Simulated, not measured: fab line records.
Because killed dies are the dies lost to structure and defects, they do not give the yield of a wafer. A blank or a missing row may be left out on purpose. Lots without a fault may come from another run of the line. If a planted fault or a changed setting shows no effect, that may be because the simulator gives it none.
fab line records | flow n5Finfet
record: lots: 3 | wafers: 8 | lastDay: 16
route steps=1938 shown BEOL_M4@1099 BEOL_M5@1112 BEOL_M9@1443 PASSIVATION@1936
lots that met no fault: taken from a fault-free run of the same line
startH: hours from the record's opening day to when the first of the lot's shown wafers began | waitH: how many hours have passed since the lot's step before this one | " identical to the entry in the row above | L1.1+2: a row that stands for several wafers | - no value, or no start was given | * or withheld: withheld | < > ~ a bound
route shown NAME@n: NAME is a module with steps in the file, n the number in the route of the first one | usual: mean/standard deviation of fault-free wafers | same: alike in all rows | chamber/n: place in a boat | sites: readings site by site | _std_site: the standard deviation of these | _edge_site: mean of outer sites minus mean of inner sites | radiusMm: how far each site lies from the wafer's centre | mask NAME#n: copy n | behind: tool/chamber where the wafer was last shaped | hold: why the lot was held/for how many hours/how that ended | device: which transistor (n, p or np) failed to switch | end of line: the tests these same wafers got at the end of their route | a step given without rows: its recipe and nothing more | killed: dies that structure and defects cost at the first sort, which is not the same as the wafer's yield | map: the dies of a wafer, with x for killed, . for not killed, _ for no die there
set.NAME: the setting the step ran with; set.NAME@STEP: the setting that earlier step ran with | model.NAME: the simulator's own value behind a step, which no gauge read
lots at some steps of the route; a table a step, a row a wafer
services: the hour from which a tool's chamber was out of use, counted from the record's first day as startH (under 0 if before that day), plus the number of hours and why
== steps ==
step: N5_BEOL_M4_ANNEAL_95
recipe: tempC: 400 | timeS: 240 | ambient: vacuum
step: N5_BEOL_M4_SPUTTER_96
recipe: material: Cu | targetThkA: 45 | tempC: -20 | chamberPressurePa: 0.07 | powerW: withheld | timeS: 8.29
step: N5_BEOL_M4_ECD_50
recipe: material: Cu | targetThkA: 3000
step: N5_BEOL_M4_ANNEAL_51
recipe: tempC: 225 | timeS: 90 | ambient: N2
step: N5_BEOL_M4_CMP_52
recipe: stopOn: SiOC | tOverpolishS: 6.8 | downForcePsi: 1 | platenRpm: 50 | clearingPlatenDownForcePsi: 1.5 | clearingPlatenRpm: 50 | postCmpClean: cuAlkaline | targetThkNm: 40 | clearingPlatenPadVelocityMS: 0.99484 | padVelocityMS: 0.99484
step: N5_BEOL_M4_PRE_CLEAN_60
recipe: gas: NH3/H2 | timeS: 15 | tempC: * | rfPowerW: 300
step: N5_BEOL_M4_CO_CAP_55
recipe: material: Co | targetThkA: 20 | tempC: 200 | precursor: CCTBA/H2 | pressureTorr: 30 | timeS: 102.1
step: N5_BEOL_M4_PRE_CLEAN_56
recipe: gas: NH3 | timeS: 15 | tempC: withheld | rfPowerW: 300
step: N5_BEOL_M4_DEP_57
recipe: material: SiCN | targetThkA: 80 | tempC: withheld | precursor: 3MS/NH3 | pressureTorr: 3 | rfW: 202 | timeS: 14
step: N5_BEOL_M4_RC_MEAS_101
usual: DIBL_N: 35.3/2.5 | DIBL_P: 35/3.3 | IOFF_N: 0.15/0.049 | IOFF_P: 0.20/0.056 | ION_N: 673/16 | ION_P: 462/10 | SS_N: 71.2/0.85 | SS_P: 73.0/0.97 | VT_N: 252/4.9 | VT_P: -251/5
lot.wafer | tool      | chamber | startH | waitH | DIBL_N[mV/V] | DIBL_P[mV/V] | IOFF_N[nA/um] | IOFF_P[nA/um] | ION_N[uA/um] | ION_P[uA/um] | SS_N[mV/dec] | SS_P[mV/dec] | VT_N[mV] | VT_P[mV]
L594.2    | prober-02 | 0       | 245.39 | 0.2   | 34.1         | 34           | 0.12          | 0.16          | 660          | 451          | 70.8         | 72.9         | 254      | -253
L594.4    | "         | 0       | "      | "     | 33.9         | 33           | 0.11          | 0.15          | 647          | 444          | 71.1         | 72.8         | 255      | -255
L594.6    | "         | 0       | "      | "     | 33.5         | 33           | 0.11          | 0.14          | 670          | 456          | 71.1         | 72.7         | 258      | -252
L596.3    | prober-01 | 0       | 245.41 | 0.3   | 32.9         | 31           | 0.11          | 0.18          | 665          | 466          | 70.6         | 71.7         | 256      | -247
L596.4    | "         | 0       | "      | "     | 35.1         | 35           | 0.14          | 0.25          | 693          | 486          | 71.6         | 72.4         | 248      | -243
L596.6    | "         | 0       | "      | "     | 32.9         | 33           | 0.12          | 0.21          | 689          | 485          | 71.3         | 72.2         | 251      | -243
L599.2    | prober-01 | 0       | 287.91 | 0.5   | 36.9         | 38           | 0.19          | 0.24          | 683          | 465          | 71.4         | 73.2         | 245      | -251
L599.4    | "         | 0       | "      | "     | 36.2         | 38           | 0.18          | 0.22          | 678          | 463          | 70.9         | 73.9         | 248      | -250
step: N5_BEOL_M5_ILD_DEP_00
recipe: material: SiCOH_lowk | targetThkA: 1406.4 | tempC: 300 | precursor: DEMS/porogen | pressureTorr: 5 | rfW: 500 | timeS: 25.9
step: N5_BEOL_M5_CURE_79
recipe: tempC: 385 | timeS: 240 | ambient: He/Ar | material: SiCOH_lowk
step: N5_BEOL_M5_PECVD_70
recipe: material: SiO2 | targetThkA: 160 | tempC: 400 | precursor: TEOS/O2 | pressureTorr: 5.5 | rfW: 450 | teosFlowSccm: 53.8 | gas: O2 | flowSccm: 3000 | timeS: 18
step: N5_BEOL_M5_HM_DEP_02
recipe: material: TiN | targetThkA: 200 | tempC: 25 | chamberPressurePa: 0.49996
step: N5_BEOL_M5_COAT_59
recipe: resist: SOC | tempC: 250 | timeS: 60 | spinRpm: 1500 | resistThkNm: 60
step: N5_BEOL_M5_COAT_60
recipe: resist: SiARC | tempC: 220 | timeS: 60 | spinRpm: 1500 | resistThkNm: 12
step: N5_BEOL_M5_COAT_71
recipe: resist: underlayer | tempC: 205 | timeS: 60 | spinRpm: 1500 | resistThkNm: 5
step: N5_BEOL_M5_COAT_05
recipe: resist: CAR-EUV | spinRpm: 1500 | resistThkNm: 30
step: N5_BEOL_M5_EBR_07
recipe: solvent: PGMEA | ebrWidthMm: 1.5
step: N5_BEOL_M5_SOFTBAKE_06
recipe: tempC: 110 | timeS: 60 | resist: CAR-EUV
step: N5_BEOL_M5_EXPOSE_08
recipe: maskId: M5 | na: 0.33 | sourceShape: annular | sigmaInner: 0.4 | sigmaOuter: 0.8 | polarization: unpolarized | targetCdNm: 28 | doseMj: 35.75
step: N5_BEOL_M5_PEB_09
recipe: pebTempC: 100 | pebTimeS: 60 | resist: CAR-EUV
step: N5_BEOL_M5_DEVELOP_10
recipe: developTimeS: 30 | developer: TMAH | resist: CAR-EUV | rinseLiquid: surfactantRinse | dry: airSpin | devTempC: 23
step: N5_BEOL_M5_DESCUM_16
recipe: chemistry: O2 | timeS: 7 | sourcePowerW: 50 | biasPowerW: 20 | pressureMtorr: 20 | rfFrequencyHz: 2.712e+07 | tempC: 40 | resist: CAR-EUV | o2FlowSccm: 225
step: N5_BEOL_M5_ETCH_72
recipe: chemistry: N2/H2 | target: underlayer | targetDepthA: 65 | maskMaterial: CAR-EUV | timeS: 5.2 | ionEnergyEv: 200 | pressureMtorr: 30 | sourceW: 840 | biasW: 150 | n2FlowSccm: 200 | h2FlowSccm: 200 | ends: cleared
step: N5_BEOL_M5_ETCH_61
recipe: chemistry: CF4 | target: SiARC | targetDepthA: 156 | maskMaterial: CAR-EUV | timeS: 26 | ionEnergyEv: 80 | pressureMtorr: 40 | sourceW: 545 | biasW: 36 | Ar_flow_sccm: 100 | cf4FlowSccm: 100 | ends: cleared
step: N5_BEOL_M5_ETCH_62
recipe: chemistry: N2/H2 | target: SOC | targetDepthA: 750 | overetchA: 150 | maskMaterial: SiARC | tempC: 40 | timeS: 112.5 | ionEnergyEv: 200 | pressureMtorr: 30 | sourceW: 840 | biasW: 150 | n2FlowSccm: 200 | h2FlowSccm: 200
step: N5_BEOL_M5_STRIP_63
recipe: chemistry: N2/H2 | tempC: 40 | n2FlowSccm: 200 | h2FlowSccm: 200 | rfFrequencyHz: 6e+07
step: N5_BEOL_M5_STRIP_73
recipe: chemistry: N2/H2 | tempC: 40 | n2FlowSccm: 200 | h2FlowSccm: 200 | rfFrequencyHz: 6e+07
step: N5_BEOL_M5_STRIP_64
recipe: chemistry: CF4 | resist: SiARC | powerW: 300 | biasPowerW: 75 | pressureMtorr: 50 | cf4FlowSccm: 150 | rfFrequencyHz: 6e+07
step: N5_BEOL_M5_HM_OPEN_17
recipe: chemistry: Cl2/BCl3 | targetDepthA: 200 | overetchA: 60 | target: TiN | maskMaterial: SOC | ionEnergyEv: 150 | pressureMtorr: 10 | icpW: 1000 | biasW: 126 | Cl2_flow_sccm: 53.25 | bcl3FlowSccm: 21.75 | Ar_flow_sccm: 25
step: N5_BEOL_M5_STRIP_19
recipe: chemistry: O2 | powerW: 400 | tempC: 40 | pressureMtorr: 30 | rfFrequencyHz: 6e+07 | biasPowerW: 0 | overashFraction: 0.2 | o2FlowSccm: 225
step: N5_BEOL_M5_COAT_65
recipe: resist: SOC | tempC: 250 | timeS: 60 | spinRpm: 1500 | resistThkNm: 60
step: N5_BEOL_M5_COAT_66
recipe: resist: SiARC | tempC: 220 | timeS: 60 | spinRpm: 1500 | resistThkNm: 12
step: N5_BEOL_M9_VIA_ETCH_34
recipe: chemistry: C4F6/O2 | target: SiCOH_lowk | targetDepthA: 1824 | maskMaterial: SOC | taperDeg: 4 | timeS: 68.4 | ionEnergyEv: 250 | pressureMtorr: 30 | sourceW: 345 | biasW: 185 | Ar_flow_sccm: 300 | C4F6_flow_sccm: 10 | O2_flow_sccm: 10
usual: drypumpMotorCurrentA: 5.7/0.42 | oesProductAu: 0.77/0.086 | rfVppV: 663/16 | showerheadPlenumPTorr: 2.80/0.086 | throttleValvePct: 20.99/0.27
lot.wafer | tool       | chamber | startH | waitH | drypumpMotorCurrentA | oesProductAu | rfHoursCounterH | rfVppV | showerheadPlenumPTorr | throttleValvePct | model.etch.depthNm | model.SOC_of_BEOL_M9_COAT_63.thkNm
L596.3    | rieDiel-03 | 0       | 288.65 | 0.0   | 5.4                  | 0.71         | 226             | 675    | 2.92                  | 21.19            | 179.5              | 51
L596.4    | "          | 3       | "      | "     | 5.2                  | 0.72         | 186             | 639    | 2.72                  | 21.13            | 174.4              | 51.8
L596.6    | "          | 2       | "      | "     | 5.9                  | 0.91         | -               | 650    | 2.74                  | 20.87            | 185.6              | 50.8
L594.2    | rieDiel-02 | 0       | 295.51 | 0.0   | 5.6                  | 0.89         | 30              | 670    | 2.92                  | 20.69            | 185.5              | 50.8
L594.4    | "          | 2       | "      | "     | 5.9                  | 0.72         | 176             | 664    | 2.85                  | 21.05            | 176.2              | 51.4
L594.6    | "          | 3       | "      | "     | 5.4                  | 0.80         | -               | 674    | 2.87                  | 20.79            | 185                | 50.6
L599.2    | rieDiel-03 | 2       | 332.21 | 0.0   | 5.9                  | 0.69         | 43              | 648    | 2.73                  | 20.80            | 118.2              | 54.4
L599.4    | "          | 3       | "      | "     | 5.2                  | 0.55         | 200             | 638    | 2.71                  | 21.08            | 109.8              | 55
step: N5_PASSIVATION_PROBE_49
usual: defectLimitedYield: 91.3/1.4 | killed_at_M0_to_M3: 33/9.9 | killed_at_M4_up: 15/5.6 | killedAtContacts: 13/5.7 | killedAtFrontEnd: 38/12 | killedAtOther: 4/3.1 | killedDies: 103/17 | killedOnRim: 13/4 | killedOpen: 66/13 | killedShort: 32/7.8 | sort_bin_5_function: 5.1/0.95 | sort_bin_6_memory: 3.2/0.68 | sortNPass: 1077/17 | sortYieldPct: 91.3/1.5
same: grossDies: 1180 | killedAtBackSide: 0 | sort_bin_4_leakage[%]: 0 | sort_bin_8_speed[%]: 0
lot.wafer | tool      | chamber | startH | waitH | defectLimitedYield[%] | killed_at_M0_to_M3 | killed_at_M4_up | killedAtContacts | killedAtFrontEnd | killedAtOther | killedDies | killedOnRim | killedOpen | killedShort | sort_bin_5_function[%] | sort_bin_6_memory[%] | sortNPass | sortYieldPct[%]
L596.3    | prober-01 | -       | 350.44 | 0.1   | 92.4                  | 36                 | 9               | 25               | 20               | 0             | 90         | 11          | 60         | 26          | 4.9                    | 2.5                  | 1090      | 92.4
L596.4    | prober-01 | -       | 350.49 | 0.2   | 92.2                  | 48                 | 10              | 13               | 21               | 0             | 92         | 17          | 61         | 28          | 5.1                    | 2.4                  | 1088      | 92.2
L596.6    | prober-01 | -       | 350.59 | 0.3   | 91.4                  | 36                 | 10              | 25               | 21               | 9             | 101        | 16          | 60         | 38          | 4.7                    | 3.3                  | 1079      | 91.4
L594.2    | prober-01 | -       | 356.44 | 0.1   | 90.1                  | 46                 | 12              | 21               | 37               | 1             | 117        | 15          | 79         | 37          | 5.4                    | 4.3                  | 1063      | 90.1
L594.4    | prober-01 | -       | 356.54 | 0.2   | 90.5                  | 36                 | 14              | 21               | 33               | 8             | 112        | 16          | 76         | 30          | 6.3                    | 3.1                  | 1068      | 90.5
L594.6    | prober-01 | -       | 356.64 | 0.3   | 90.8                  | 45                 | 9               | 15               | 35               | 4             | 108        | 18          | 74         | 29          | 5.3                    | 3.6                  | 1072      | 90.8
L599.2    | prober-01 | -       | 389.09 | 0.1   | 0                     | 54                 | 1076            | 10               | 31               | 9             | 1180       | 152         | 64         | 47          | 94.7                   | 5.1                  | 0         | 0
L599.4    | prober-01 | -       | 389.19 | 0.2   | 0                     | 33                 | 1087            | 11               | 44               | 5             | 1180       | 152         | 83         | 37          | 95.5                   | 4.2                  | 0         | 0
killed by level:class
L596.3 MOL_CONTACT_COAG:geometricParticle:open=21 BEOL_M0_SAQP:geometricParticle:open=9 BEOL_M2:geometricParticle:open=7 BEOL_M0_SAQP:geometricParticle:short=5 BEOL_M1:geometricParticle:short=5 FIN_SAQP:geometricParticle:short=4 DUMMY_GATE:geometricParticle:open=4 FIN_SAQP:geometricParticle:open=3
L596.4 MOL_CONTACT_COAG:geometricParticle:open=12 BEOL_M3:geometricParticle:open=10 BEOL_M0_SAQP:geometricParticle:short=9 BEOL_M0_SAQP:geometricParticle:open=8 BEOL_M2:geometricParticle:open=6 BEOL_M1:geometricParticle:short=5 FIN_SAQP:geometricParticle:open=4 STI_FIN_REVEAL:geometricParticle:open=4
L596.6 MOL_CONTACT_COAG:geometricParticle:open=19 BEOL_M0_SAQP:geometricParticle:short=11 BEOL_M2:geometricParticle:open=7 FIN_SAQP:geometricParticle:short=6 BEOL_M3:geometricParticle:open=6 BEOL_M0_SAQP:geometricParticle:open=5 PAD_METAL:geometricParticle:short=5 FIN_SAQP:geometricParticle:open=4
L594.2 MOL_CONTACT_COAG:geometricParticle:open=14 BEOL_M1:geometricParticle:open=14 FIN_SAQP:geometricParticle:open=8 STI_FIN_REVEAL:geometricParticle:open=8 BEOL_M0_SAQP:geometricParticle:open=7 MOL_CONTACT_COAG:geometricParticle:short=7 BEOL_M0_SAQP:geometricParticle:short=7 BEOL_M4:geometricParticle:open=6
L594.4 MOL_CONTACT_COAG:geometricParticle:open=17 BEOL_M3:geometricParticle:open=10 BEOL_M1:geometricParticle:open=8 FIN_SAQP:geometricParticle:open=7 STI_FIN_REVEAL:geometricParticle:open=7 FIN_SAQP:geometricParticle:short=6 STARTING-WAFER:geometricParticle:short=5 BEOL_M4:geometricParticle:open=5
L594.6 BEOL_M2:geometricParticle:open=17 MOL_CONTACT_COAG:geometricParticle:open=13 BEOL_M0_SAQP:geometricParticle:open=7 FIN_SAQP:geometricParticle:open=6 GATE_CUT:geometricParticle:short=6 BEOL_M0_SAQP:geometricParticle:short=5 BEOL_M0:geometricParticle:open=5 BEOL_M3:geometricParticle:open=5
L599.2 BEOL_M9:areaEtch=1064 BEOL_M3:geometricParticle:open=16 BEOL_M0_SAQP:geometricParticle:short=8 BEOL_M0_SAQP:geometricParticle:open=8 BEOL_M2:geometricParticle:open=7 MOL_CONTACT_COAG:geometricParticle:open=6 GATE_CUT:geometricParticle:short=5 BEOL_M6:geometricParticle:open=5
L599.4 BEOL_M9:areaEtch=1056 BEOL_M4:geometricParticle:open=19 FIN_SAQP:geometricParticle:open=14 BEOL_M3:geometricParticle:open=10 MOL_CONTACT_COAG:geometricParticle:open=8 FIN_SAQP:geometricParticle:short=7 BEOL_M4:geometricParticle:short=7 BEOL_M1:geometricParticle:open=7
map L599.2 (x killed, . not)
_________________xxxxxxxxxxxx________________
______________xxxxxxxxxxxxxxxxxx_____________
___________xxxxxxxxxxxxxxxxxxxxxxxx__________
__________xxxxxxxxxxxxxxxxxxxxxxxxxx_________
________xxxxxxxxxxxxxxxxxxxxxxxxxxxxxx_______
_______xxxxxxxxxxxxxxxxxxxxxxxxxxxxxxxx______
______xxxxxxxxxxxxxxxxxxxxxxxxxxxxxxxxxx_____
_____xxxxxxxxxxxxxxxxxxxxxxxxxxxxxxxxxxxx____
____xxxxxxxxxxxxxxxxxxxxxxxxxxxxxxxxxxxxxx___
___xxxxxxxxxxxxxxxxxxxxxxxxxxxxxxxxxxxxxxxx__
___xxxxxxxxxxxxxxxxxxxxxxxxxxxxxxxxxxxxxxxx__
__xxxxxxxxxxxxxxxxxxxxxxxxxxxxxxxxxxxxxxxxxx_
__xxxxxxxxxxxxxxxxxxxxxxxxxxxxxxxxxxxxxxxxxx_
_xxxxxxxxxxxxxxxxxxxxxxxxxxxxxxxxxxxxxxxxxxxx
_xxxxxxxxxxxxxxxxxxxxxxxxxxxxxxxxxxxxxxxxxxxx
_xxxxxxxxxxxxxxxxxxxxxxxxxxxxxxxxxxxxxxxxxxxx
_xxxxxxxxxxxxxxxxxxxxxxxxxxxxxxxxxxxxxxxxxxxx
_xxxxxxxxxxxxxxxxxxxxxxxxxxxxxxxxxxxxxxxxxxxx
_xxxxxxxxxxxxxxxxxxxxxxxxxxxxxxxxxxxxxxxxxxxx
_xxxxxxxxxxxxxxxxxxxxxxxxxxxxxxxxxxxxxxxxxxxx
_xxxxxxxxxxxxxxxxxxxxxxxxxxxxxxxxxxxxxxxxxxxx
__xxxxxxxxxxxxxxxxxxxxxxxxxxxxxxxxxxxxxxxxxx_
__xxxxxxxxxxxxxxxxxxxxxxxxxxxxxxxxxxxxxxxxxx_
___xxxxxxxxxxxxxxxxxxxxxxxxxxxxxxxxxxxxxxxx__
___xxxxxxxxxxxxxxxxxxxxxxxxxxxxxxxxxxxxxxxx__
____xxxxxxxxxxxxxxxxxxxxxxxxxxxxxxxxxxxxxx___
_____xxxxxxxxxxxxxxxxxxxxxxxxxxxxxxxxxxxx____
______xxxxxxxxxxxxxxxxxxxxxxxxxxxxxxxxxx_____
_______xxxxxxxxxxxxxxxxxxxxxxxxxxxxxxxx______
________xxxxxxxxxxxxxxxxxxxxxxxxxxxxxx_______
__________xxxxxxxxxxxxxxxxxxxxxxxxxx_________
___________xxxxxxxxxxxxxxxxxxxxxxxx__________
______________xxxxxxxxxxxxxxxxxx_____________
_________________xxxxxxxxxxxx________________
map L596.6 (x killed, . not)
_________________...........x________________
______________.x................_____________
___________........................__________
__________.x.................x......_________
________....................x...x....._______
_______.x...............x..............______
______...............................xx._____
_____............x...............x.......____
____........x.............x...............___
___................x.......x...............__
___.x.x.xx...................x.............__
__x..x..............x......................._
__......xx........x........................._
_......x............x......x.......x.........
_x.xx..............................x.....x...
_...x......x.......x.....x......x........x...
_............xx..x......x........x...........
_..............x.............x...x...........
_.........x....x........x...x.............x..
_..x..............................x......x...
_x.x..................x......x..x....x.......
__.....x.........x............x.....x...x..._
__x..x...........x......................x.x._
___.........x..x.....x................x....__
___.x.................................x....__
____x........x.x.....x................xx..___
_____.............................x......____
______.............x...........x.x......_____
_______.....................x.x........______
________..........x.................x._______
__________.............xx........x.._________
___________x.......................__________
______________...........x..x..._____________
_________________.....x......________________
== services ==
tool       | chamber | startH | hours | kind
rieDiel-02 | 1       | 285.26 | 2.9   | repair
rieDiel-02 | 2       | 311.15 | 15.1  | repair
rieDiel-03 | 2       | 315.58 | 9.5   | repair
== key ==
firstSign: step: N5_PASSIVATION_PROBE_49 | reading: killed_at_M4_up | direction: up | sigmas: 99+ | usual: 15 | struck: 1082
effect: step: N5_PASSIVATION_PROBE_49 | reading: sort_bin_5_function | direction: up | sigmas: 95 | usual: 5.1 | struck: 95.1
modelEffect: step: N5_BEOL_M9_VIA_ETCH_34 | value: etch.depthNm | without: 179.8 | struck: 114
moreKillsBornAt: N5_BEOL_M9_VIA_ETCH_34@rieDiel-03: 2120
metAt N5_BEOL_M9_VIA_ETCH_34
struckWafers L599.2,L599.4
laterRowsLeftOut L599.2,L599.4
onsetBetween 288.65 332.21
alsoFits time
fault: kind: processParameterDrift | tool: rieDiel-03 | chamber: - | onsetH: 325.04 | steps: N5_BEOL_M9_VIA_ETCH_34 | channel: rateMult | offset: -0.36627 | shape: step | endH: 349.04 | scope: struckWafersOnly
laterRowsLeftOut: the simulator's readings of these wafers behind a module that went badly wrong aren't trusted and aren't shown, but for the sort
